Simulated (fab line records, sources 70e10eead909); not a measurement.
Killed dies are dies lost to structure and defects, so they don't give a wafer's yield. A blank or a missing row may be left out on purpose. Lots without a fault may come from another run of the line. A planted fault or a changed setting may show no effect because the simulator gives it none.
Which tool did it? | flow nand_harc | 12 lots, 36 wafers sampled, at 5 steps of a route of 1302

WHAT THE GAUGES READ, wafer by wafer
NHARC_END_SORT_01.
lot  | measured     | on        | killed_at_array | killed_at_other | killed_at_periphery | killed_dies | killed_open | killed_short
L600 | day 29 17:06 | prober-01 | 667 673 673     | 0 0 1           | 10 4 3              | 677 677 677 | 4 3 2       | 0 1 1
L602 | day 31 02:01 | prober-02 | 672 670 672     | 3 3 5           | 2 4 0               | 677 677 677 | 4 1 3       | 2 2 2
L601 | day 31 10:37 | prober-01 | 673 676 669     | 0 1 1           | 4 0 7               | 677 677 677 | 5 4 4       | 2 1 4

WHICH TOOL RAN EACH LOT (tool, then ch and the chambers of the sampled wafers, then the start)
lot  | NHARC_A_CHANNEL_HOLE_D2_ETCH_21  | NHARC_A_CHANNEL_HOLE_D2_ETCH_24  | NHARC_A_CHANNEL_HOLE_D2_ETCH_26  | NHARC_A_CHANNEL_FILL_D2_CVD_18
L587 | har_etch-02 ch 0,1, day 13 06:05 | har_etch-02 ch 0,1, day 13 07:54 | har_etch-02 ch 0,1, day 13 09:22 | lpcvd_poly-02 ch 0, day 14 10:13
L589 | har_etch-01 ch 0,1, day 14 10:58 | har_etch-01 ch 0,1, day 14 12:41 | har_etch-01 ch 0,1, day 14 14:19 | lpcvd_poly-03 ch 0, day 15 14:30
L592 | har_etch-02 ch 0,1, day 15 01:47 | har_etch-02 ch 0,1, day 15 03:33 | har_etch-02 ch 0,1, day 15 05:08 | lpcvd_poly-03 ch 0, day 16 06:58
L591 | har_etch-01 ch 0,1, day 15 03:23 | har_etch-01 ch 0,1, day 15 05:13 | har_etch-01 ch 0,1, day 15 06:40 | lpcvd_poly-03 ch 0, day 16 06:58
L595 | har_etch-01 ch 0,1, day 16 06:44 | har_etch-01 ch 0,1, day 16 08:32 | har_etch-01 ch 0,1, day 16 09:59 | lpcvd_poly-04 ch 0, day 17 10:23
L600 | har_etch-02 ch 0,1, day 18 17:17 | har_etch-02 ch 0,1, day 18 19:06 | har_etch-02 ch 0,1, day 18 20:34 | lpcvd_poly-02, day 19 21:15
L602 | har_etch-01 ch 0,1, day 19 09:40 | har_etch-01 ch 0,1, day 19 11:23 | har_etch-01 ch 0,1, day 19 13:02 | lpcvd_poly-03, day 20 12:56
L601 | har_etch-02 ch 0,1, day 19 09:46 | har_etch-02 ch 0,1, day 19 11:34 | har_etch-02 ch 0,1, day 19 13:01 | lpcvd_poly-03, day 20 12:56
L606 | har_etch-01 ch 0,1, day 21 03:06 | har_etch-01 ch 0,1, day 21 04:55 | har_etch-01 ch 0,1, day 21 06:23 | lpcvd_poly-02 ch 0, day 22 05:54
L607 | har_etch-02 ch 0,1, day 21 05:07 | har_etch-02 ch 0,1, day 21 06:49 | har_etch-02 ch 0,1, day 21 08:28 | lpcvd_poly-02 ch 0, day 22 05:54
L609 | har_etch-02 ch 0,1, day 22 13:57 | har_etch-02 ch 0,1, day 22 15:39 | har_etch-02 ch 0,1, day 22 17:19 | lpcvd_poly-02 ch 0, day 23 18:40
L610 | har_etch-01 ch 0,1, day 22 15:13 | har_etch-01 ch 0,1, day 22 16:54 | har_etch-01 ch 0,1, day 22 18:33 | lpcvd_poly-02 ch 0, day 23 18:40
- NHARC_A_CHANNEL_HOLE_D2_ETCH_21: etches the open film in C4F8/O2/Ar, time 514.3 s, target depth 1600 nm.
- NHARC_A_CHANNEL_HOLE_D2_ETCH_24: etches the open film in C4F8/O2/Ar, time 906.2 s, target depth 1500 nm.
- NHARC_A_CHANNEL_HOLE_D2_ETCH_26: etches the open film in C4F8/O2/Ar, time 224.1 s, target depth 300 nm.
- NHARC_A_CHANNEL_FILL_D2_CVD_18: deposits poly-Si, target thk 3 nm.

WHAT THE TOOLS THEMSELVES READ (means of the sampled wafers that have a number; where no wafer has one, the mark that the record gives instead)
NHARC_A_CHANNEL_HOLE_D2_ETCH_21.
lot  | tool        | drypump_motor_current_A (A) | o2_flow_sccm (sccm) | showerhead_plenum_p_Torr (Torr) | throttle_valve_pct (%)
L587 | har_etch-02 | 5.7                         | 35.68               | 3.74                            | 32.153
L589 | har_etch-01 | 5.3                         | 35.71               | 3.56                            | 32.151
L592 | har_etch-02 | 5.7                         | 35.65               | 3.72                            | 32.146
L591 | har_etch-01 | 5.3                         | 35.63               | 3.60                            | 32.165
L595 | har_etch-01 | 5.3                         | 35.66               | 3.54                            | 32.161
L600 | har_etch-02 | 5.9                         | 35.79               | 3.70                            | 32.153
L602 | har_etch-01 | 5.3                         | 35.76               | 3.57                            | 32.156
L601 | har_etch-02 | 5.9                         | 35.73               | 3.70                            | 32.154
L606 | har_etch-01 | 5.3                         | 35.80               | 3.56                            | 32.161
L607 | har_etch-02 | 5.7                         | 35.67               | 3.68                            | 32.155
L609 | har_etch-02 | 5.9                         | 35.61               | 3.67                            | 32.166
L610 | har_etch-01 | 5.3                         | 35.63               | 3.50                            | 32.154

NHARC_A_CHANNEL_HOLE_D2_ETCH_24.
lot  | tool        | drypump_motor_current_A (A) | o2_flow_sccm (sccm) | showerhead_plenum_p_Torr (Torr) | throttle_valve_pct (%)
L587 | har_etch-02 | 5.7                         | 31.18               | 3.73                            | 32.239
L589 | har_etch-01 | 5.3                         | 31.13               | 3.56                            | 32.234
L592 | har_etch-02 | 5.7                         | 31.20               | 3.72                            | 32.239
L591 | har_etch-01 | 5.3                         | 31.21               | 3.60                            | 32.226
L595 | har_etch-01 | 5.2                         | 31.23               | 3.54                            | 32.230
L600 | har_etch-02 | 5.9                         | 31.28               | 3.69                            | 32.242
L602 | har_etch-01 | 5.3                         | 31.21               | 3.57                            | 32.242
L601 | har_etch-02 | 5.9                         | 31.27               | 3.69                            | 32.230
L606 | har_etch-01 | 5.3                         | 31.25               | 3.55                            | 32.230
L607 | har_etch-02 | 5.7                         | 31.20               | 3.67                            | 32.234
L609 | har_etch-02 | 5.9                         | 31.25               | 3.67                            | 32.228
L610 | har_etch-01 | 5.3                         | 31.22               | 3.49                            | 32.232

NHARC_A_CHANNEL_HOLE_D2_ETCH_26.
lot  | tool        | drypump_motor_current_A (A) | o2_flow_sccm (sccm) | showerhead_plenum_p_Torr (Torr) | throttle_valve_pct (%)
L587 | har_etch-02 | 5.7                         | 113.5               | 3.79                            | 24.581
L589 | har_etch-01 | 5.3                         | 113.6               | 3.59                            | 24.588
L592 | har_etch-02 | 5.7                         | 113.6               | 3.77                            | 24.582
L591 | har_etch-01 | 5.3                         | 113.6               | 3.65                            | 24.582
L595 | har_etch-01 | 5.3                         | 114.0               | 3.58                            | 24.582
L600 | har_etch-02 | 5.9                         | 113.9               | 3.74                            | 24.582
L602 | har_etch-01 | 5.3                         | 113.7               | 3.61                            | 24.585
L601 | har_etch-02 | 5.9                         | 113.9               | 3.74                            | 24.583
L606 | har_etch-01 | 5.3                         | 113.5               | 3.60                            | 24.585
L607 | har_etch-02 | 5.7                         | 113.5               | 3.72                            | 24.576
L609 | har_etch-02 | 5.9                         | 113.4               | 3.71                            | 24.576
L610 | har_etch-01 | 5.3                         | 113.4               | 3.53                            | 24.593

NHARC_A_CHANNEL_FILL_D2_CVD_18.
lot  | tool          | spike_tc_bottom_C (C) | spike_tc_centre_C (C) | zone_power_top_pct (%)
L587 | lpcvd_poly-02 | 572.0                 | 551.3                 | 16.5
L589 | lpcvd_poly-03 | 573.7                 | 549.7                 | 17.2
L592 | lpcvd_poly-03 | 573.8                 | 549.6                 | 17.0
L591 | lpcvd_poly-03 | 575.0                 | 550.1                 | 17.0
L595 | lpcvd_poly-04 | 573.1                 | 551.0                 | 15.9
L600 | lpcvd_poly-02 | -                     | -                     | -
L602 | lpcvd_poly-03 | -                     | -                     | -
L601 | lpcvd_poly-03 | -                     | -                     | -
L606 | lpcvd_poly-02 | 571.6                 | 551.1                 | 16.3
L607 | lpcvd_poly-02 | 571.9                 | 550.6                 | 16.4
L609 | lpcvd_poly-02 | 571.4                 | 550.5                 | 16.4
L610 | lpcvd_poly-02 | 571.1                 | 550.3                 | 16.4

THE ANSWER, worked out from the rows above alone
Rule: what is usual is taken from the lots themselves. Put in order of their means at a reading, lots are off if they are a third of the lots or fewer, leave a main group of 4 or more, and stand apart from it by a gap of 3 or more times the standard deviation of the main group's means; of several such gaps the widest counts. A main group whose means are all the same, to the digits that the tables above print for the reading, isn't used. A lot without any number at a reading at which 4 lots or more have one is off too. The other lots that the step has rows for count as sound. The gauges are gone through in route order, then the tools' own readings, and for those a lot's mean is taken as printed above. The first step at which some lot is off is used, and at that step the reading that is off furthest; a lot without a number counts as furthest.
Off: L600, L602, L601, at NHARC_A_CHANNEL_FILL_D2_CVD_18 (spike_tc_bottom_C). Without a number there: L600, L602, L601. The main group: mean 572.6 C, standard deviation 1.3.
A tool fits if, at that step or a process step before it, it ran every lot that is off, and no sound lot after the first of them. None of those tried fits.

WHAT THE SIMULATOR HAD PUT IN
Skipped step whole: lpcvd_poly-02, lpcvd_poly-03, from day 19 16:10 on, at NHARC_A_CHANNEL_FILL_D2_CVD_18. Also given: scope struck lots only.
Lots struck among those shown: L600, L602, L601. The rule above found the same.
